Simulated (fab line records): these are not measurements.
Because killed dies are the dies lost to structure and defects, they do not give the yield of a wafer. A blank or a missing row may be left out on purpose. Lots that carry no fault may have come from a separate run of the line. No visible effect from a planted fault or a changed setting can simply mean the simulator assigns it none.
Chamber matching -- flow nandHarc -- NHARC_A_WL_FILL_ALD_02 on aldMetal-03: 4 sister chambers
The step deposits TiN, target thk 2 nm, pulse time 3 s, ald cycles 100. 14 wafers are shown with their chamber, then 6 later ones without.

## EACH WAFER AND ITS CHAMBER
wafer,chamber,heaterPowerW (W),heaterPowerOuterW (W),susceptorTempC (C)
L726.2,0,1267,836,450.12
L726.3,1,1002,618,450.22
L726.6,2,977,616,449.58
L735.2,0,1255,826,449.34
L735.3,1,1010,632,449.88
L738.2,2,973,630,449.54
L738.5,0,1259,867,449.85
L738.6,1,993,626,449.62
L739.1,2,946,626,449.99
L739.2,0,1268,835,449.95
L739.6,1,1007,629,449.89
L741.2,0,1266,843,449.80
L741.3,3,1060,664,449.86
L741.6,3,1063,683,450.14

SIGNATURES, as means of the wafers listed above
reading,chamber 0,chamber 1,chamber 2,chamber 3,scatter within a chamber
heaterPowerW,1263.00,1003.00,965.33,1061.50,9.32
heaterPowerOuterW,841.40,626.25,624.00,673.50,11.7
susceptorTempC,449.8120,449.9025,449.7033,450.0000,0.261
Rule: distance of a wafer from a chamber = root of the sum over the readings of ((wafer's reading minus chamber's mean) / reading's scatter) squared. The wafer belongs to the nearest chamber; if the next one is less than 2 further off, it can't be placed. The scatter is the square root of a quotient: the sum, over the shown wafers, of each reading's squared deviation from its chamber's mean, divided by wafers minus chambers.

## WAFERS WITHOUT THEIR CHAMBER
wafer,heaterPowerW (W),heaterPowerOuterW (W),susceptorTempC (C)
L746.3,1067,653,450.13
L746.5,1256,842,450.06
L746.6,1002,623,450.02
L747.2,1054,678,449.74
L747.5,996,621,450.52
L747.6,1034,683,450.06

## WHICH CHAMBER EACH ONE RAN IN
wafer,from the rows above,in truth
L746.3,3,3
L746.5,0,0
L746.6,1,1
L747.2,3,3
L747.5,1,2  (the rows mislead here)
L747.6,3,3
Placed correctly: 5 of 6. Number that these rows cannot place: 0. Wrongly placed: 1.
